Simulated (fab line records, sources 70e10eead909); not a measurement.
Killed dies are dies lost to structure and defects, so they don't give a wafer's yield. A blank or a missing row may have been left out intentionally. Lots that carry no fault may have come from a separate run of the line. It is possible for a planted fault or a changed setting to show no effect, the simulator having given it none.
Chamber matching || flow nand_harc || 4 sister chambers for NHARC_A_WL_FILL_ALD_19 on ald_metal-04
The step deposits TiN, target thk 2 nm, pulse time 3 s, ald cycles 100. 22 wafers are shown with their chamber, then 11 later ones without.

## WAFERS PAIRED WITH THEIR CHAMBERS
{"wafer": "L075.2", "chamber": 0, "heater_power_w (W)": 970, "precursor_pulse_height_rel": 1.005}
{"wafer": "L075.5", "chamber": 2, "heater_power_w (W)": 928, "precursor_pulse_height_rel": 1.021}
{"wafer": "L075.6", "chamber": 1, "heater_power_w (W)": 1160, "precursor_pulse_height_rel": 1.006}
{"wafer": "L076.1", "chamber": 2, "heater_power_w (W)": 958, "precursor_pulse_height_rel": 0.949}
{"wafer": "L076.2", "chamber": 3, "heater_power_w (W)": 1047, "precursor_pulse_height_rel": 1.005}
{"wafer": "L076.5", "chamber": 0, "heater_power_w (W)": 989, "precursor_pulse_height_rel": 0.994}
{"wafer": "L078.3", "chamber": 3, "heater_power_w (W)": 1032, "precursor_pulse_height_rel": 1.021}
{"wafer": "L078.5", "chamber": 3, "heater_power_w (W)": 1047, "precursor_pulse_height_rel": 1.021}
{"wafer": "L078.6", "chamber": 2, "heater_power_w (W)": 931, "precursor_pulse_height_rel": 0.997}
{"wafer": "L080.4", "chamber": 0, "heater_power_w (W)": 974, "precursor_pulse_height_rel": 0.943}
{"wafer": "L080.5", "chamber": 0, "heater_power_w (W)": 985, "precursor_pulse_height_rel": 1.006}
{"wafer": "L080.6", "chamber": 3, "heater_power_w (W)": 1038, "precursor_pulse_height_rel": 0.985}
{"wafer": "L082.1", "chamber": 3, "heater_power_w (W)": 1046, "precursor_pulse_height_rel": 1.030}
{"wafer": "L082.2", "chamber": 0, "heater_power_w (W)": 988, "precursor_pulse_height_rel": 1.019}
{"wafer": "L082.4", "chamber": 1, "heater_power_w (W)": 1171, "precursor_pulse_height_rel": 0.994}
{"wafer": "L084.2", "chamber": 1, "heater_power_w (W)": 1154, "precursor_pulse_height_rel": 0.975}
{"wafer": "L084.3", "chamber": 3, "heater_power_w (W)": 1038, "precursor_pulse_height_rel": 0.968}
{"wafer": "L084.6", "chamber": 1, "heater_power_w (W)": 1154, "precursor_pulse_height_rel": 1.008}
{"wafer": "L086.1", "chamber": 0, "heater_power_w (W)": 985, "precursor_pulse_height_rel": 1.023}
{"wafer": "L086.2", "chamber": 3, "heater_power_w (W)": 1004, "precursor_pulse_height_rel": 0.982}
{"wafer": "L086.5", "chamber": 2, "heater_power_w (W)": 927, "precursor_pulse_height_rel": 0.983}
{"wafer": "L088.1", "chamber": 2, "heater_power_w (W)": 942, "precursor_pulse_height_rel": 1.044}

SIGNATURES, as means of the wafers listed above
{"reading": "heater_power_w", "chamber 0": 981.83, "chamber 1": 1159.75, "chamber 2": 937.20, "chamber 3": 1036.00, "scatter within a chamber": 12}
{"reading": "precursor_pulse_height_rel", "chamber 0": 0.99833, "chamber 1": 0.99575, "chamber 2": 0.99880, "chamber 3": 1.00171, "scatter within a chamber": 0.0274}
Rule: for a wafer and a chamber, the distance is found by dividing, reading by reading, the gap between the wafer's reading and the chamber's mean by the reading's scatter, squaring, summing and taking the root. If the next closest chamber is less than 2 further off than the closest, the wafer can't be placed; otherwise it belongs to the closest. The scatter: take each reading less its chamber's mean, square it, sum over the shown wafers, divide by the number of wafers less the number of chambers, and take the root.

## WAFERS WHOSE CHAMBER IS MISSING
{"wafer": "L088.5", "heater_power_w (W)": 955, "precursor_pulse_height_rel": 1.019}
{"wafer": "L088.6", "heater_power_w (W)": 898, "precursor_pulse_height_rel": 0.999}
{"wafer": "L091.1", "heater_power_w (W)": 1165, "precursor_pulse_height_rel": 1.025}
{"wafer": "L091.2", "heater_power_w (W)": 993, "precursor_pulse_height_rel": 1.015}
{"wafer": "L091.3", "heater_power_w (W)": 879, "precursor_pulse_height_rel": 1.003}
{"wafer": "L094.1", "heater_power_w (W)": 1095, "precursor_pulse_height_rel": 1.044}
{"wafer": "L094.2", "heater_power_w (W)": 897, "precursor_pulse_height_rel": 1.014}
{"wafer": "L094.5", "heater_power_w (W)": 1103, "precursor_pulse_height_rel": 0.979}
{"wafer": "L097.2", "heater_power_w (W)": 1131, "precursor_pulse_height_rel": 1.017}
{"wafer": "L097.5", "heater_power_w (W)": 1099, "precursor_pulse_height_rel": 0.997}
{"wafer": "L097.6", "heater_power_w (W)": 970, "precursor_pulse_height_rel": 0.985}

## THE CHAMBER EACH PASSED THROUGH
{"wafer": "L088.5", "from the rows above": "can't be placed: 2 or 0", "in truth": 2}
{"wafer": "L088.6", "from the rows above": 2, "in truth": 2}
{"wafer": "L091.1", "from the rows above": 1, "in truth": 1}
{"wafer": "L091.2", "from the rows above": 0, "in truth": 0}
{"wafer": "L091.3", "from the rows above": 2, "in truth": 2}
{"wafer": "L094.1", "from the rows above": "can't be placed: 3 or 1", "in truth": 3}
{"wafer": "L094.2", "from the rows above": 2, "in truth": 2}
{"wafer": "L094.5", "from the rows above": "can't be placed: 1 or 3", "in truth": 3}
{"wafer": "L097.2", "from the rows above": 1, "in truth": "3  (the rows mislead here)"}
{"wafer": "L097.5", "from the rows above": "can't be placed: 1 or 3", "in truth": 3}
{"wafer": "L097.6", "from the rows above": "can't be placed: 0 or 2", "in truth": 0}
Correctly placed: 5 of 11. Cannot be placed on the basis of these rows: 5; the candidates contain the true chamber in 5. Wrongly placed: 1.
